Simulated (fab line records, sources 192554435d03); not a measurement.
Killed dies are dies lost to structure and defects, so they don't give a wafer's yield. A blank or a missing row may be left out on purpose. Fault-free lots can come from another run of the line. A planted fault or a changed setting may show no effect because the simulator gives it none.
fab line records    flow n5_finfet
record: lots: 24  wafers: 72  last_day: 17
route steps=1938 shown ZERO_LAYER@15 WELL_APT@30 FIN_SAQP@124
lots that met no fault: from a run of the same line without faults
start_h: hours from the record's opening day to when the first of the lot's shown wafers began    wait_h: hours elapsed since this lot's preceding step    " same as the row above    L1.1+2: a single row standing in for several wafers    - no value, or no start given    * or withheld: withheld    < > ~ a bound
route shown NAME@n: a module of which the file shows steps, and the number in the route of the first    usual: mean/standard deviation of fault-free wafers    same: alike in all rows    chamber/n: place in a boat    sites: each site's reading    _std_site: the standard deviation of these    _edge_site: inner sites' mean taken away from outer sites' mean    radius_mm: for every site, how far away it sits from the centre of the wafer    mask NAME#n: copy n    behind: tool/chamber where the wafer was last shaped    hold: why the lot was held/for how many hours/how that ended    device: the n, p or np transistor that did not switch    end of line: the tests these same wafers got at the end of their route    step lacking rows: just its recipe    killed: dies that structure and defects cost at the first sort, which is not the same as the wafer's yield    map: the dies of a wafer, with x for killed, . for not killed, _ for no die there
set.NAME: the setting the step ran with; set.NAME@STEP: the setting that earlier step ran with    model.NAME: the simulator's own value behind a step, which no gauge read
a sample of lots followed through the steps of the route, with each step as a table and each wafer as a row
services: from which hour (start_h, from the record's first day; less than 0 if before it) a tool's chamber was out of use, for how many hours, and why
== steps ==
step: N5_ZERO_LAYER_ETCH_17
recipe: chemistry: CF4  target: SiO2  target_depth_a: 120  time_s: 13.3  ion_energy_ev: 350  pressure_mtorr: 40  source_w: 450  bias_w: 215  Ar_flow_sccm: 100  cf4_flow_sccm: 100
usual: drypump_motor_current_A: 5.83/0.25  oes_product_au: 0.77/0.064  rf_vpp_V: 947/4.5  showerhead_plenum_p_Torr: 2.12/0.069  throttle_valve_pct: 15.74/0.15
lot.wafer  tool         chamber  start_h  wait_h  drypump_motor_current_A  oes_product_au  rf_hours_counter_h  rf_vpp_V  showerhead_plenum_p_Torr  throttle_valve_pct
L074.1     rie_diel-05  3        12.72    0.0     6.01                     0.79            99                  944       2.08                      15.75
L074.4     "            1        "        "       5.67                     0.72            191                 948       2.14                      15.68
L074.6     "            2        "        "       5.80                     0.98            -                   957       2.29                      15.61
L075.1     rie_diel-05  0        19.14    0.0     5.83                     0.73            178                 949       2.13                      15.99
L075.2     "            2        "        "       5.79                     0.97            8                   957       2.29                      15.61
L075.4     "            3        "        "       5.99                     0.79            101                 944       2.07                      15.75
L076.1     rie_diel-03  3        24.71    0.0     5.80                     0.72            208                 942       2.04                      15.72
L076.3     "            0        "        "       6.27                     0.77            132                 949       2.14                      15.79
L076.5     "            3        "        "       5.78                     0.71            -                   942       2.04                      15.72
L077.2     rie_diel-03  0        30.74    0.0     6.28                     0.76            133                 950       2.14                      15.80
L077.3     "            1        "        "       5.57                     0.80            128                 945       2.08                      15.75
L077.4     "            2        "        "       5.73                     0.81            107                 955       2.23                      15.66
L078.1     rie_diel-03  3        36.91    0.0     5.80                     0.71            210                 942       2.04                      15.70
L078.3     "            2        "        "       5.71                     0.79            108                 953       2.23                      15.67
L078.5     "            1        "        "       5.60                     0.80            -                   944       2.08                      15.76
L079.1     rie_diel-05  1        42.91    0.0     5.69                     0.71            200                 948       2.13                      15.70
L079.2     "            0        "        "       5.82                     0.72            185                 949       2.13                      16.02
L079.4     "            3        "        "       5.98                     0.78            109                 944       2.07                      15.75
L080.2     rie_diel-04  0        48.86    0.0     5.52                     0.76            148                 943       2.07                      15.68
L080.4     "            3        "        "       6.20                     0.78            136                 949       2.15                      15.89
L080.5     "            3        "        "       6.23                     0.77            -                   948       2.15                      15.87
L081.1     rie_diel-03  1        55.26    0.0     5.63                     0.80            134                 944       2.08                      15.74
L081.5     "            1        "        "       5.58                     0.79            -                   944       2.08                      15.75
L081.6     "            0        "        "       6.25                     0.76            -                   948       2.14                      15.80
L082.1     rie_diel-04  1        60.75    0.0     6.06                     0.89            41                  946       2.10                      15.29
L082.4     "            0        "        "       5.51                     0.76            151                 944       2.07                      15.69
L082.6     "            1        "        "       6.04                     0.89            -                   947       2.10                      15.29
L083.2     rie_diel-04  1        66.71    0.0     6.02                     0.90            43                  945       2.09                      15.30
L083.4     "            2        "        "       5.59                     0.71            219                 943       2.04                      15.73
L083.6     "            1        "        "       5.97                     0.89            -                   945       2.09                      15.31
L084.1     rie_diel-04  2        72.88    0.0     5.62                     0.71            221                 943       2.04                      15.73
L084.2     "            1        "        "       6.00                     0.88            45                  945       2.09                      15.30
L084.3     "            0        "        "       5.51                     0.75            155                 944       2.07                      15.70
L085.2     rie_diel-03  1        78.71    0.0     5.60                     0.78            140                 945       2.08                      15.75
L085.3     "            0        "        "       6.28                     0.75            147                 949       2.14                      15.84
L085.6     "            2        "        "       5.73                     0.78            -                   953       2.23                      15.68
L086.3     rie_diel-03  2        85.10    0.0     5.72                     0.78            121                 954       2.23                      15.69
L086.4     "            0        "        "       6.28                     0.75            149                 947       2.14                      15.83
L086.6     "            0        "        "       6.27                     0.76            -                   949       2.14                      15.85
L087.1     rie_diel-04  0        91.03    0.0     5.54                     0.75            160                 944       2.07                      15.71
L087.2     "            2        "        "       5.62                     0.70            226                 943       2.04                      15.74
L087.5     "            2        "        "       5.60                     0.70            -                   942       2.04                      15.75
L088.3     rie_diel-05  3        97.13    0.0     5.98                     0.76            126                 944       2.07                      15.79
L088.4     "            0        "        "       5.81                     0.70            201                 948       2.12                      16.03
L088.6     "            1        "        "       5.66                     0.70            -                   948       2.13                      15.73
L089.1     rie_diel-03  0        102.95   0.0     6.25                     0.75            154                 948       2.13                      15.85
L089.3     "            3        "        "       5.80                     0.69            230                 942       2.03                      15.75
L089.4     "            1        "        "       5.56                     0.77            147                 944       2.08                      15.78
L090.2     rie_diel-03  2        108.71   0.0     5.69                     0.77            128                 956       2.23                      15.70
L090.5     "            1        "        "       5.60                     0.78            -                   944       2.08                      15.78
L090.6     "            2        "        "       5.69                     0.77            -                   955       2.23                      15.72
L091.1     rie_diel-03  1        114.98   0.0     5.54                     0.78            151                 943       2.08                      15.79
L091.4     "            0        "        "       6.30                     0.74            158                 949       2.13                      15.87
L091.5     "            2        "        "       5.69                     0.77            -                   955       2.23                      15.72
L092.1     rie_diel-03  0        120.91   0.0     6.27                     0.74            160                 947       2.13                      15.86
L092.2     "            2        "        "       5.72                     0.77            133                 955       2.22                      15.72
L092.5     "            2        "        "       5.73                     0.77            -                   954       2.22                      15.70
L093.1     rie_diel-03  2        126.74   0.0     5.72                     0.77            135                 955       2.22                      15.71
L093.3     "            3        "        "       5.78                     0.69            237                 943       2.03                      15.75
L093.4     "            0        "        "       6.29                     0.74            161                 948       2.13                      15.87
L094.2     rie_diel-03  1        133.05   0.0     5.57                     0.76            157                 941       2.07                      15.79
L094.3     "            2        "        "       5.71                     0.77            136                 954       2.22                      15.72
L094.6     "            1        "        "       5.59                     0.77            -                   943       2.07                      15.83
L095.1     rie_diel-05  1        138.72   0.0     5.68                     0.69            228                 947       2.12                      15.75
L095.2     "            0        "        "       5.81                     0.71            214                 947       2.12                      16.09
L095.3     "            3        "        "       6.00                     0.76            139                 946       2.06                      15.82
L096.1     rie_diel-04  2        145.03   0.0     5.58                     0.69            243                 942       2.03                      15.79
L096.4     "            3        "        "       6.20                     0.75            165                 949       2.14                      15.93
L096.5     "            2        "        "       5.64                     0.69            -                   941       2.03                      15.77
L097.2     rie_diel-04  0        150.74   0.0     5.51                     0.73            179                 943       2.06                      15.74
L097.4     "            1        "        "       6.01                     0.85            69                  945       2.09                      15.35
L097.5     "            1        "        "       6.01                     0.85            -                   944       2.09                      15.35
step: N5_WELL_APT_INSPECT_10
recipe: mode: adi  inspect_instrument: macro
usual: raw_defect_count: 2/1.4
lot.wafer  tool               chamber  start_h  wait_h  raw_defect_count
L074.1     defect_inspect-01  -        13.61    0.0     4
L074.4     "                  -        "        "       2
L074.6     "                  -        "        "       2
L075.1     defect_inspect-02  -        20.04    0.0     0
L075.2     "                  -        "        "       1
L075.4     "                  -        "        "       1
L076.1     defect_inspect-01  -        25.61    0.0     1
L076.3     "                  -        "        "       3
L076.5     "                  -        "        "       0
L077.2     defect_inspect-02  -        31.63    0.0     1
L077.3     "                  -        "        "       0
L077.4     "                  -        "        "       2
L078.1     defect_inspect-01  -        37.81    0.0     0
L078.3     "                  -        "        "       4
L078.5     "                  -        "        "       1
L079.1     defect_inspect-02  -        43.80    0.0     4
L079.2     "                  -        "        "       5
L079.4     "                  -        "        "       1
L080.2     defect_inspect-01  -        49.78    0.0     2
L080.4     "                  -        "        "       2
L080.5     "                  -        "        "       0
L081.1     defect_inspect-02  -        56.18    0.0     0
L081.5     "                  -        "        "       3
L081.6     "                  -        "        "       2
L082.1     defect_inspect-02  -        61.65    0.0     0
L082.4     "                  -        "        "       2
L082.6     "                  -        "        "       2
L083.2     defect_inspect-01  -        67.73    0.0     1
L083.4     "                  -        "        "       7
L083.6     "                  -        "        "       2
L084.1     defect_inspect-01  -        73.84    0.0     1
L084.2     "                  -        "        "       2
L084.3     "                  -        "        "       1
L085.2     defect_inspect-02  -        79.73    0.0     3
L085.3     "                  -        "        "       2
L085.6     "                  -        "        "       1
L086.3     defect_inspect-02  -        86.14    0.0     2
L086.4     "                  -        "        "       3
L086.6     "                  -        "        "       2
L087.1     defect_inspect-01  -        92.21    0.0     2
L087.2     "                  -        "        "       3
L087.5     "                  -        "        "       1
L088.3     defect_inspect-01  -        98.03    0.0     0
L088.4     "                  -        "        "       5
L088.6     "                  -        "        "       1
L089.1     defect_inspect-01  -        103.84   0.0     0
L089.3     "                  -        "        "       5
L089.4     "                  -        "        "       3
L090.2     defect_inspect-01  -        109.62   0.0     1
L090.5     "                  -        "        "       1
L090.6     "                  -        "        "       1
L091.1     defect_inspect-01  -        115.87   0.0     1
L091.4     "                  -        "        "       1
L091.5     "                  -        "        "       4
L092.1     defect_inspect-02  -        121.95   0.0     1
L092.2     "                  -        "        "       2
L092.5     "                  -        "        "       1
L093.1     defect_inspect-02  -        127.79   0.0     0
L093.3     "                  -        "        "       1
L093.4     "                  -        "        "       2
L094.2     defect_inspect-02  -        134.09   0.0     3
L094.3     "                  -        "        "       3
L094.6     "                  -        "        "       5
L095.1     defect_inspect-01  -        139.74   0.0     3
L095.2     "                  -        "        "       1
L095.3     "                  -        "        "       4
L096.1     defect_inspect-01  -        146.06   0.0     2
L096.4     "                  -        "        "       0
L096.5     "                  -        "        "       2
L097.2     defect_inspect-02  -        151.64   0.0     2
L097.4     "                  -        "        "       1
L097.5     "                  -        "        "       1
step: N5_WELL_APT_DESCUM_13
recipe: chemistry: O2  time_s: 7.9  source_power_w: 50  bias_power_w: 20  pressure_mtorr: 20  rf_frequency_hz: 2.712e+07  temp_c: 40  o2_flow_sccm: 225
usual: drypump_motor_current_A: 5.7/0.46  oes_product_au: 0.79/0.1  rf_vpp_V: 243.2/1.5  showerhead_plenum_p_Torr: 2.10/0.074  throttle_valve_pct: 20.45/0.24
lot.wafer  tool         chamber  start_h  wait_h  drypump_motor_current_A  oes_product_au  rf_hours_counter_h  rf_vpp_V  showerhead_plenum_p_Torr  throttle_valve_pct
L074.1     rie_diel-06  2        13.81    0.2     5.6                      0.76            146                 243.5     2.18                      20.79
L074.4     "            1        "        "       6.3                      0.68            -                   244.2     2.07                      20.44
L074.6     "            2        "        "       5.5                      0.76            -                   244.3     2.18                      20.78
L075.1     rie_diel-02  2        20.07    0.0     5.8                      0.69            226                 245.8     2.15                      20.55
L075.2     "            0        "        "       5.5                      0.67            234                 241.7     1.99                      20.62
L075.4     "            1        "        "       6.3                      0.83            95                  240.1     2.04                      20.23
L076.1     rie_diel-02  2        25.92    0.3     5.8                      0.69            228                 244.2     2.15                      20.55
L076.3     "            1        "        "       6.4                      0.83            96                  242.2     2.04                      20.21
L076.5     "            1        "        "       6.3                      0.83            -                   241.7     2.04                      20.23
L077.2     rie_diel-02  1        31.67    0.0     6.3                      0.83            98                  242.4     2.04                      20.22
L077.3     "            3        "        "       6.1                      0.71            210                 243.2     2.06                      20.56
L077.4     "            0        "        "       5.6                      0.67            238                 241.0     1.99                      20.62
L078.1     rie_diel-06  3        37.88    0.1     5.6                      0.88            37                  242.2     2.03                      20.38
L078.3     "            2        "        "       5.6                      0.74            157                 244.3     2.18                      20.81
L078.5     "            0        "        "       5.7                      0.97            -                   244.8     2.24                      20.16
L079.1     rie_diel-02  2        43.87    0.1     5.8                      0.69            233                 246.4     2.15                      20.54
L079.2     "            1        "        "       6.3                      0.82            102                 242.5     2.04                      20.24
L079.4     "            0        "        "       5.5                      0.67            242                 241.4     1.99                      20.63
L080.2     rie_diel-02  3        49.81    0.0     6.1                      0.71            216                 244.0     2.05                      20.54
L080.4     "            2        "        "       5.8                      0.69            235                 243.4     2.15                      20.55
L080.5     "            1        "        "       6.3                      0.83            -                   241.7     2.04                      20.22
L081.1     rie_diel-02  3        56.21    0.0     6.1                      0.70            217                 243.2     2.05                      20.56
L081.5     "            2        "        "       5.8                      0.68            -                   242.9     2.15                      20.56
L081.6     "            1        "        "       6.4                      0.82            -                   243.1     2.04                      20.23
L082.1     rie_diel-06  3        61.82    0.2     5.5                      0.87            46                  240.9     2.03                      20.43
L082.4     "            0        "        "       5.7                      0.94            13                  245.7     2.24                      20.18
L082.6     "            0        "        "       5.7                      0.94            -                   245.0     2.24                      20.17
L083.2     rie_diel-02  3        67.77    0.0     6.1                      0.70            222                 242.7     2.05                      20.56
L083.4     "            2        "        "       5.8                      0.68            -                   244.5     2.15                      20.57
L083.6     "            1        "        "       6.4                      0.82            -                   241.4     2.04                      20.25
L084.1     rie_diel-01  2        73.87    0.0     6.2                      0.72            222                 243.6     2.15                      20.55
L084.2     "            0        "        "       4.7                      0.76            160                 243.7     2.07                      20.12
L084.3     "            1        "        "       5.0                      0.76            136                 241.8     2.04                      20.99
L085.2     rie_diel-01  2        80.43    0.7     6.2                      0.70            225                 244.4     2.14                      20.55
L085.3     "            1        "        "       5.0                      0.74            140                 242.1     2.04                      21.02
L085.6     "            0        "        "       4.7                      0.75            -                   243.6     2.07                      20.12
L086.3     rie_diel-02  1        86.31    0.2     6.3                      0.81            115                 243.0     2.04                      20.27
L086.4     "            3        "        "       6.1                      0.70            225                 242.9     2.05                      20.56
L086.6     "            3        "        "       6.1                      0.70            -                   242.8     2.05                      20.54
L087.1     rie_diel-01  2        92.24    0.0     6.2                      0.70            231                 246.0     2.14                      20.57
L087.2     "            1        "        "       5.0                      0.75            145                 241.6     2.03                      21.03
L087.5     "            2        "        "       6.2                      0.70            -                   244.7     2.14                      20.55
L088.3     rie_diel-02  3        98.07    0.0     6.1                      0.69            229                 243.1     2.05                      20.55
L088.4     "            1        "        "       6.3                      0.81            -                   241.8     2.04                      20.26
L088.6     "            3        "        "       6.1                      0.69            -                   243.3     2.05                      20.58
L089.1     rie_diel-06  1        103.88   0.0     6.3                      0.67            248                 244.0     2.06                      20.50
L089.3     "            3        "        "       5.5                      0.85            61                  241.7     2.03                      20.42
L089.4     "            2        "        "       5.5                      0.73            181                 244.6     2.17                      20.84
L090.2     rie_diel-06  3        109.69   0.1     5.6                      0.85            63                  241.4     2.02                      20.43
L090.5     "            0        "        "       5.7                      0.89            -                   245.4     2.23                      20.20
L090.6     "            3        "        "       5.6                      0.84            -                   242.4     2.03                      20.43
L091.1     rie_diel-01  2        116.04   0.2     6.2                      0.70            239                 243.0     2.14                      20.57
L091.4     "            0        "        "       4.7                      0.75            179                 243.3     2.06                      20.15
L091.5     "            3        "        "       5.4                      0.93            -                   241.6     2.04                      20.17
L092.1     rie_diel-02  2        122.72   0.8     5.8                      0.98            0                   244.2     2.15                      20.26
L092.2     "            1        "        "       6.4                      0.79            130                 240.9     2.03                      20.27
L092.5     "            1        "        "       6.4                      0.80            -                   241.1     2.03                      20.26
L093.1     rie_diel-01  3        127.82   0.0     5.4                      0.93            21                  243.2     2.03                      20.16
L093.3     "            0        "        "       4.7                      0.74            183                 241.8     2.06                      20.16
L093.4     "            2        "        "       6.2                      0.70            243                 244.1     2.14                      20.58
L094.2     rie_diel-02  3        134.22   0.1     6.1                      0.68            245                 242.7     2.04                      20.59
L094.3     "            2        "        "       5.8                      0.94            4                   244.2     2.14                      20.27
L094.6     "            3        "        "       6.1                      0.69            -                   241.2     2.04                      20.58
L095.1     rie_diel-01  2        139.78   0.0     6.2                      0.69            246                 242.4     2.14                      20.56
L095.2     "            0        "        "       4.7                      0.73            186                 243.2     2.06                      20.15
L095.3     "            1        "        "       5.0                      0.73            162                 240.9     2.03                      21.05
L096.1     rie_diel-06  2        146.34   0.3     5.5                      0.72            200                 243.7     2.16                      20.89
L096.4     "            0        "        "       5.7                      0.88            47                  246.0     2.23                      20.23
L096.5     "            1        "        "       6.3                      0.99            -                   242.2     2.05                      20.11
L097.2     rie_diel-02  2        151.67   0.0     5.8                      0.93            11                  244.8     2.14                      20.29
L097.4     "            1        "        "       6.4                      0.80            -                   242.5     2.03                      20.28
L097.5     "            2        "        "       5.7                      0.92            -                   242.7     2.14                      20.29
step: N5_WELL_APT_CD_MEAS_25
recipe: target_cd_nm: 200  landing_energy_ev: 500  detector: se_inlens
usual: cd_nm: 200.3/2
lot.wafer  tool       chamber  start_h  wait_h  cd_nm
L074.1     cd_sem-02  0        14.98    -       199.6
L074.4     "          0        "        "       201.5
L074.6     "          0        "        "       199.9
L075.1     cd_sem-02  0        21.15    -       201.4
L075.2     "          0        "        "       202.5
L075.4     "          0        "        "       203.2
L076.1     cd_sem-02  0        26.95    -       203.0
L076.3     "          0        "        "       199.1
L076.5     "          0        "        "       201.3
L077.2     cd_sem-03  0        32.72    -       197.6
L077.3     "          0        "        "       197.8
L077.4     "          0        "        "       195.3
L078.1     cd_sem-02  0        39.04    -       201.8
L078.3     "          0        "        "       201.5
L078.5     "          0        "        "       198.2
L079.1     cd_sem-01  0        45.03    -       199.3
L079.2     "          0        "        "       199.9
L079.4     "          0        "        "       198.0
L080.2     cd_sem-01  0        50.86    -       197.6
L080.4     "          0        "        "       198.9
L080.5     "          0        "        "       197.7
L081.1     cd_sem-02  0        57.43    -       197.9
L081.5     "          0        "        "       200.1
L081.6     "          0        "        "       196.6
L082.1     cd_sem-02  0        62.85    -       203.7
L082.4     "          0        "        "       200.2
L082.6     "          0        "        "       203.6
L083.2     cd_sem-03  0        68.93    -       198.6
L083.4     "          0        "        "       199.2
L083.6     "          0        "        "       197.6
L084.1     cd_sem-02  0        74.90    -       202.2
L084.2     "          0        "        "       201.6
L084.3     "          0        "        "       202.8
L085.2     cd_sem-01  0        81.61    -       200.1
L085.3     "          0        "        "       203.7
L085.6     "          0        "        "       202.5
L086.3     cd_sem-02  0        87.35    -       200.6
L086.4     "          0        "        "       199.9
L086.6     "          0        "        "       198.2
L087.1     cd_sem-02  0        93.53    -       197.5
L087.2     "          0        "        "       201.4
L087.5     "          0        "        "       199.4
L088.3     cd_sem-03  0        99.26    -       198.2
L088.4     "          0        "        "       199.5
L088.6     "          0        "        "       201.9
L089.1     cd_sem-01  0        104.91   -       197.3
L089.3     "          0        "        "       199.7
L089.4     "          0        "        "       197.6
L090.2     cd_sem-02  0        110.85   -       201.3
L090.5     "          0        "        "       200.3
L090.6     "          0        "        "       202.1
L091.1     cd_sem-01  0        117.22   -       198.4
L091.4     "          0        "        "       203.1
L091.5     "          0        "        "       197.7
L092.1     cd_sem-02  0        124.13   -       203.5
L092.2     "          0        "        "       202.4
L092.5     "          0        "        "       202.5
L093.1     cd_sem-01  0        128.98   -       199.7
L093.3     "          0        "        "       201.3
L093.4     "          0        "        "       201.0
L094.2     cd_sem-02  0        135.26   -       199.5
L094.3     "          0        "        "       204.1
L094.6     "          0        "        "       202.3
L095.1     cd_sem-02  0        140.93   -       200.6
L095.2     "          0        "        "       198.6
L095.3     "          0        "        "       202.2
L096.1     cd_sem-02  0        147.50   -       201.5
L096.4     "          0        "        "       201.1
L096.5     "          0        "        "       200.3
L097.2     cd_sem-02  0        152.71   -       199.9
L097.4     "          0        "        "       198.1
L097.5     "          0        "        "       199.9
step: N5_FIN_SAQP_RECESS_75
recipe: chemistry: HF/NH3  target: SiO2  target_depth_a: 144  afs_cycles: 3  temp_c: 30  sublimation_temp_c: 180  sublimation_time_s: 60
usual: drypump_motor_current_A: 6.15/0.21
same: sublimation_time_s: 60
lot.wafer  tool           chamber  start_h  wait_h  drypump_motor_current_A
L074.1     vapor_etch-02  0        24.18    0.0     5.90
L074.4     "              1        "        "       6.42
L074.6     "              1        "        "       6.43
L075.1     vapor_etch-02  1        29.42    0.0     6.42
L075.2     "              0        "        "       5.88
L075.4     "              0        "        "       5.88
L076.1     vapor_etch-02  1        35.60    0.0     6.40
L076.3     "              1        "        "       6.40
L076.5     "              0        "        "       5.87
L077.2     vapor_etch-01  0        40.21    0.0     6.04
L077.3     "              1        "        "       6.17
L077.4     "              0        "        "       6.03
L078.1     vapor_etch-02  0        46.79    0.0     5.91
L078.3     "              1        "        "       6.41
L078.5     "              1        "        "       6.42
L079.1     vapor_etch-02  1        52.59    0.0     6.45
L079.2     "              0        "        "       5.88
L079.4     "              0        "        "       5.90
L080.2     vapor_etch-02  1        59.10    0.0     6.43
L080.4     "              0        "        "       5.90
L080.5     "              0        "        "       5.89
L081.1     vapor_etch-01  0        65.35    0.0     6.01
L081.5     "              1        "        "       6.19
L081.6     "              0        "        "       6.05
L082.1     vapor_etch-01  0        71.72    0.0     6.04
L082.4     "              0        "        "       6.03
L082.6     "              0        "        "       6.06
L083.2     vapor_etch-02  1        76.66    0.1     6.49
L083.4     "              1        "        "       6.43
L083.6     "              1        "        "       6.43
L084.1     vapor_etch-01  0        83.68    0.0     6.04
L084.2     "              1        "        "       6.15
L084.3     "              0        "        "       6.03
L085.2     vapor_etch-01  1        89.66    0.0     6.18
L085.3     "              1        "        "       6.13
L085.6     "              0        "        "       6.05
L086.3     vapor_etch-02  0        95.11    0.2     5.88
L086.4     "              1        "        "       6.45
L086.6     "              1        "        "       6.40
L087.1     vapor_etch-01  1        101.11   0.1     6.16
L087.2     "              0        "        "       6.02
L087.5     "              0        "        "       6.06
L088.3     vapor_etch-01  0        106.85   0.1     6.03
L088.4     "              1        "        "       6.18
L088.6     "              1        "        "       6.19
L089.1     vapor_etch-02  1        112.13   0.0     6.44
L089.3     "              1        "        "       6.47
L089.4     "              0        "        "       5.90
L090.2     vapor_etch-01  1        118.80   0.0     6.15
L090.5     "              1        "        "       6.16
L090.6     "              0        "        "       6.05
L091.1     vapor_etch-02  0        125.05   0.0     5.89
L091.4     "              1        "        "       6.47
L091.5     "              1        "        "       6.43
L092.1     vapor_etch-02  1        132.37   0.0     6.45
L092.2     "              0        "        "       5.88
L092.5     "              1        "        "       6.46
L093.1     vapor_etch-02  1        137.18   0.0     6.44
L093.3     "              0        "        "       5.87
L093.4     "              1        "        "       6.48
L094.2     vapor_etch-01  0        143.21   0.0     6.04
L094.3     "              0        "        "       6.05
L094.6     "              1        "        "       6.14
L095.1     vapor_etch-02  0        148.76   0.0     5.89
L095.2     "              1        "        "       6.46
L095.3     "              1        "        "       6.44
L096.1     vapor_etch-01  0        155.25   0.0     6.01
L096.4     "              0        "        "       6.03
L096.5     "              0        "        "       6.02
L097.2     vapor_etch-01  0        160.05   0.0     6.02
L097.4     "              1        "        "       6.18
L097.5     "              1        "        "       6.18
step: N5_FIN_SAQP_MANDREL2_REMOVE_60
recipe: chemistry: HBr/Cl2/O2  bt_time_s: 10  target: a-Si  stop_on: SiNx  endpoint: OES-SiCl  over_etch_frac: 1  icp_w: 600  bias_w: 22  HBr_flow_sccm: 150  Cl2_flow_sccm: 80  O2_flow_sccm: 5  pressure_mtorr: 10
usual: drypump_motor_current_A: 5.50/0.29  oes_product_au: 1.006/0.019  throttle_valve_pct: 36.7/0.35
same: bt_time_s: 10
lot.wafer  tool       chamber  start_h  wait_h  drypump_motor_current_A  oes_product_au  rf_hours_counter_h  throttle_valve_pct
L074.1     rie_si-05  0        27.36    0.1     5.56                     1.019           174                 37.4
L074.4     "          1        "        "       4.81                     0.980           6                   36.5
L074.6     "          3        "        "       5.46                     0.987           -                   36.8
L075.1     rie_si-04  3        33.67    0.1     5.22                     1.018           50                  36.6
L075.2     "          1        "        "       5.42                     1.031           1                   36.3
L075.4     "          1        "        "       5.42                     1.015           -                   36.3
L076.1     rie_si-01  3        38.82    0.1     5.54                     0.989           53                  36.5
L076.3     "          1        "        "       5.90                     0.977           109                 36.1
L076.5     "          3        "        "       5.60                     1.000           -                   36.5
L077.2     rie_si-04  0        43.14    0.1     5.58                     1.021           190                 36.5
L077.3     "          2        "        "       6.01                     1.032           100                 37.0
L077.4     "          1        "        "       5.45                     1.023           2                   36.3
L078.1     rie_si-04  3        49.67    0.1     5.21                     1.021           50                  36.6
L078.3     "          2        "        "       5.98                     1.033           100                 36.9
L078.5     "          2        "        "       6.01                     1.036           -                   36.9
L079.1     rie_si-05  1        55.77    0.1     4.80                     0.973           7                   36.5
L079.2     "          0        "        "       5.57                     1.015           175                 37.4
L079.4     "          3        "        "       5.47                     0.983           84                  36.8
L080.2     rie_si-04  3        61.86    0.1     5.27                     1.024           51                  36.6
L080.4     "          2        "        "       6.00                     1.032           101                 36.9
L080.5     "          1        "        "       5.43                     1.015           -                   36.3
L081.1     rie_si-04  1        68.33    0.1     5.43                     1.017           2                   36.3
L081.5     "          3        "        "       5.24                     1.031           -                   36.6
L081.6     "          2        "        "       5.98                     1.043           -                   36.9
L082.1     rie_si-01  0        75.05    0.1     5.21                     1.013           44                  37.2
L082.4     "          2        "        "       5.33                     1.009           38                  36.9
L082.6     "          0        "        "       5.19                     1.013           -                   37.2
L083.2     rie_si-04  2        81.64    0.1     5.99                     1.024           101                 36.9
L083.4     "          0        "        "       5.59                     1.021           191                 36.5
L083.6     "          1        "        "       5.44                     1.021           -                   36.3
L084.1     rie_si-05  2        88.72    0.1     5.75                     0.965           90                  36.5
L084.2     "          3        "        "       5.45                     0.989           85                  36.8
L084.3     "          0        "        "       5.57                     1.008           175                 37.4
L085.2     rie_si-05  0        92.73    0.1     5.55                     0.999           175                 37.4
L085.3     "          1        "        "       4.79                     0.978           7                   36.5
L085.6     "          3        "        "       5.43                     0.978           -                   36.8
L086.3     rie_si-01  1        99.18    0.1     5.89                     0.983           110                 36.1
L086.4     "          3        "        "       5.59                     0.993           54                  36.4
L086.6     "          3        "        "       5.60                     0.987           -                   36.5
L087.1     rie_si-05  1        104.75   0.1     4.83                     0.982           7                   36.5
L087.2     "          2        "        "       5.74                     0.988           91                  36.5
L087.5     "          0        "        "       5.59                     1.014           -                   37.4
L088.3     rie_si-05  2        110.12   0.1     5.75                     0.975           91                  36.5
L088.4     "          3        "        "       5.45                     0.989           85                  36.8
L088.6     "          3        "        "       5.45                     0.989           -                   36.8
L089.1     rie_si-01  2        116.61   0.1     5.35                     1.022           39                  36.9
L089.3     "          0        "        "       5.18                     1.009           44                  37.2
L089.4     "          3        "        "       5.61                     0.989           55                  36.5
L090.2     rie_si-04  2        121.82   0.1     5.99                     1.025           102                 36.9
L090.5     "          3        "        "       5.23                     1.012           -                   36.6
L090.6     "          0        "        "       5.58                     1.030           -                   36.5
L091.1     rie_si-05  1        127.81   0.1     4.80                     0.980           8                   36.5
L091.4     "          3        "        "       5.43                     0.994           86                  36.8
L091.5     "          0        "        "       5.57                     1.007           -                   37.4
L092.1     rie_si-04  2        135.15   0.1     6.00                     1.025           102                 36.9
L092.2     "          1        "        "       5.43                     1.030           3                   36.3
L092.5     "          1        "        "       5.44                     1.024           -                   36.3
L093.1     rie_si-01  2        140.27   0.1     5.35                     1.008           40                  36.9
L093.3     "          3        "        "       5.61                     1.000           55                  36.4
L093.4     "          0        "        "       5.19                     1.004           45                  37.2
L094.2     rie_si-04  2        146.00   0.1     5.99                     1.028           102                 36.9
L094.3     "          3        "        "       5.25                     1.014           52                  36.6
L094.6     "          1        "        "       5.44                     1.020           -                   36.3
L095.1     rie_si-01  3        151.82   0.1     5.59                     0.978           55                  36.5
L095.2     "          0        "        "       5.20                     1.018           45                  37.2
L095.3     "          2        "        "       5.35                     1.018           40                  36.9
L096.1     rie_si-01  3        157.98   0.1     5.59                     1.003           56                  36.5
L096.4     "          2        "        "       5.37                     1.010           40                  36.9
L096.5     "          3        "        "       5.59                     1.004           -                   36.4
L097.2     rie_si-01  3        162.82   0.1     5.58                     1.000           56                  36.5
L097.4     "          2        "        "       5.35                     1.009           40                  36.9
L097.5     "          0        "        "       5.19                     1.007           -                   37.2
== services ==
tool           chamber  start_h  hours  kind
rie_diel-05    3        -6.23    9.3    repair
rie_diel-01    0        -1.76    6.4    repair
rie_diel-05    1        5.36     3.1    repair
rie_diel-01    2        20.42    10.9   repair
rie_diel-01    0        24.21    21.6   repair
rie_si-04      2        27.55    11.5   repair
rie_diel-06    1        34.50    8.1    repair
vapor_etch-02  -        34.53    0.8    repair
rie_diel-01    1        38.11    1.3    repair
rie_diel-06    1        44.87    4.8    repair
vapor_etch-01  -        55.34    0.3    repair
rie_diel-01    3        59.97    1.7    repair
rie_diel-02    -        72.54    11.6   repair
rie_si-04      -        86.73    2.8    pm
rie_si-04      0        96.68    7.0    repair
rie_diel-02    2        96.77    1.5    repair
rie_diel-05    -        97.29    2.8    pm
rie_si-04      2        99.52    3.7    repair
vapor_etch-01  -        102.34   1.2    repair
vapor_etch-01  0        113.35   4.4    repair
rie_diel-01    3        130.35   4.5    repair
rie_diel-01    -        148.96   0.1    repair
rie_diel-02    1        158.46   5.5    repair
rie_diel-03    -        158.81   0.4    repair
== key ==
fault none
